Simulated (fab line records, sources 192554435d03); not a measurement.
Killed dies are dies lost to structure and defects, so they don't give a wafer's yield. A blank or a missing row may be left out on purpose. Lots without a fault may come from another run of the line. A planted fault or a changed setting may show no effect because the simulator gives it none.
Which tool did it? | flow n5_finfet | 12 lots, 32 wafers sampled, at 5 steps of a route of 1938

WHAT THE GAUGES READ, wafer by wafer
N5_BEOL_M7_OCD_MEAS_38.
lot  | measured     | on     | trench_depth_nm (nm)
L179 | day 9 03:08  | ocd-02 | 93.5 96.6 96.0
L183 | day 10 06:56 | ocd-02 | 95.5 93.6 96.4
L182 | day 10 07:20 | ocd-01 | 95.9 95.3
L184 | day 10 13:22 | ocd-01 | 95.2 92.7
L185 | day 11 00:07 | ocd-01 | 95.8 93.7 95.7
L192 | day 12 11:56 | ocd-01 | 96.5 94.2 91.8
L194 | day 12 19:34 | ocd-02 | 90.3 95.3 89.9
L195 | day 12 23:19 | ocd-01 | 91.8 97.5 95.9
L196 | day 13 14:04 | ocd-01 | 94.5 93.8
L197 | day 13 20:55 | ocd-01 | 95.1 97.1 95.1
L200 | day 14 16:05 | ocd-02 | 95.1 94.5 93.8
L201 | day 15 13:53 | ocd-02 | 94.2 92.6

N5_BEOL_M7_INSPECT_58: inspects for defects (darkfield).
lot  | measured     | on                | raw_defect_count
L179 | day 9 06:47  | defect_inspect-02 | 88 109 105
L183 | day 10 11:53 | defect_inspect-01 | 74 70 55
L182 | day 10 11:19 | defect_inspect-01 | 63 73
L184 | day 10 16:10 | defect_inspect-02 | 46 126
L185 | day 11 03:35 | defect_inspect-01 | 59 52 40
L192 | day 12 15:26 | defect_inspect-02 | 107 78 71
L194 | day 12 22:34 | defect_inspect-02 | 79 103 87
L195 | day 13 02:38 | defect_inspect-02 | 84 63 87
L196 | day 13 18:17 | defect_inspect-01 | 59 80
L197 | day 14 01:17 | defect_inspect-01 | 37 77 68
L200 | day 14 19:16 | defect_inspect-02 | 68 39 48
L201 | day 15 16:43 | defect_inspect-01 | 51 46

N5_BEOL_M8_THK_MEAS_01.
lot  | measured     | on            | M8_ILD_THK (nm)
L179 | day 9 07:25  | film_metro-01 | 157.0 155.5 155.1
L183 | day 10 12:33 | film_metro-01 | 154.2 151.3 157.2
L182 | day 10 12:04 | film_metro-01 | 153.2 156.0
L184 | day 10 18:43 | film_metro-02 | 153.6 155.5
L185 | day 11 04:13 | film_metro-02 | 152.9 153.9 156.1
L192 | day 12 16:04 | film_metro-02 | 153.8 151.1 117.5
L194 | day 12 23:13 | film_metro-02 | 150.4 116.9 155.6
L195 | day 13 03:14 | film_metro-02 | 155.2 153.3 154.7
L196 | day 13 19:23 | film_metro-02 | 152.4 154.4
L197 | day 14 01:55 | film_metro-01 | 156.8 158.3 156.8
L200 | day 14 19:53 | film_metro-02 | 153.3 155.4 154.6
L201 | day 15 17:19 | film_metro-02 | 154.4 155.1

WHICH TOOL RAN EACH LOT (tool, then ch and the chambers of the sampled wafers, then the start)
lot  | N5_BEOL_M7_DEGAS_44          | N5_BEOL_M8_ILD_DEP_00
L179 | pvd_sputter-02, day 9 05:02  | pecvd-01 ch 0,1, day 9 06:50
L183 | pvd_sputter-02, day 10 09:55 | pecvd-04 ch 0,2, day 10 11:56
L182 | pvd_sputter-03, day 10 08:01 | pecvd-01 ch 0,2, day 10 11:22
L184 | pvd_sputter-02, day 10 14:16 | pecvd-01 ch 0,1, day 10 16:11
L185 | pvd_sputter-02, day 11 01:21 | pecvd-01 ch 1,2, day 11 03:38
L192 | pvd_sputter-01, day 12 12:36 | pecvd-01 ch 1,2, day 12 15:28
L194 | pvd_sputter-01, day 12 20:15 | pecvd-01 ch 1, day 12 22:36
L195 | pvd_sputter-01, day 13 00:27 | pecvd-03 ch 0,2, day 13 02:40
L196 | pvd_sputter-02, day 13 14:35 | pecvd-04 ch 0,2, day 13 18:20
L197 | pvd_sputter-02, day 13 21:59 | pecvd-04 ch 0,1,2, day 14 01:21
L200 | pvd_sputter-02, day 14 17:27 | pecvd-04 ch 0,1, day 14 19:19
L201 | pvd_sputter-01, day 15 14:56 | pecvd-01 ch 1,2, day 15 16:46
- N5_BEOL_M7_DEGAS_44: time 60 s.
- N5_BEOL_M8_ILD_DEP_00: deposits SiCOH lowk from DEMS/porogen, target thk 179.75 nm, time 33.4 s.

WHAT THE TOOLS THEMSELVES READ (means of the sampled wafers that have a number; where no wafer has one, the mark that the record gives instead)
N5_BEOL_M7_DEGAS_44.
lot  | tool           | heater_power_w (W)
L179 | pvd_sputter-02 | 339
L183 | pvd_sputter-02 | 339
L182 | pvd_sputter-03 | 304
L184 | pvd_sputter-02 | 327
L185 | pvd_sputter-02 | 308
L192 | pvd_sputter-01 | 322
L194 | pvd_sputter-01 | 336
L195 | pvd_sputter-01 | 322
L196 | pvd_sputter-02 | 394
L197 | pvd_sputter-02 | 336
L200 | pvd_sputter-02 | 319
L201 | pvd_sputter-01 | 352

N5_BEOL_M8_ILD_DEP_00.
lot  | tool     | heater_power_w (W) | showerhead_plenum_p_Torr (Torr) | throttle_valve_pct (%)
L179 | pecvd-01 | 295                | 5.750                           | 15.2
L183 | pecvd-04 | 410                | 5.744                           | 13.4
L182 | pecvd-01 | 258                | 5.738                           | 14.2
L184 | pecvd-01 | 240                | 5.739                           | 15.1
L185 | pecvd-01 | 313                | 5.760                           | 14.8
L192 | pecvd-01 | 303                | 5.747                           | 15.1
L194 | pecvd-01 | 324                | 5.754                           | 15.6
L195 | pecvd-03 | 331                | 5.740                           | 13.4
L196 | pecvd-04 | 360                | 5.755                           | 14.0
L197 | pecvd-04 | 385                | 5.740                           | 14.0
L200 | pecvd-04 | 418                | 5.733                           | 14.4
L201 | pecvd-01 | 314                | 5.758                           | 14.8

THE ANSWER, worked out from the rows above alone
Rule: what is usual is taken from the lots themselves. Put in order of their means at a reading, lots are off if they are a third of the lots or fewer, leave a main group of 4 or more, and stand apart from it by a gap of 3 or more times the standard deviation of the main group's means; of several such gaps the widest counts. A main group whose means are all the same, to the digits that the tables above print for the reading, isn't used. A lot without any number at a reading at which 4 lots or more have one is off too. The other lots that the step has rows for count as sound. The gauges are gone through in route order, then the tools' own readings, and for those a lot's mean is taken as printed above. The first step at which some lot is off is used, and at that step the reading that is off furthest; a lot without a number counts as furthest.
Off: L192, L194, at N5_BEOL_M8_THK_MEAS_01 (M8_ILD_THK). The main group: mean 154.8 nm, standard deviation 1.
A tool fits if, at a process step before that reading, it ran every lot that is off, and no sound lot after the first of them. The gauges at N5_BEOL_M8_THK_MEAS_01 are tried like those tools. None of those tried fits.

WHAT THE SIMULATOR HAD PUT IN
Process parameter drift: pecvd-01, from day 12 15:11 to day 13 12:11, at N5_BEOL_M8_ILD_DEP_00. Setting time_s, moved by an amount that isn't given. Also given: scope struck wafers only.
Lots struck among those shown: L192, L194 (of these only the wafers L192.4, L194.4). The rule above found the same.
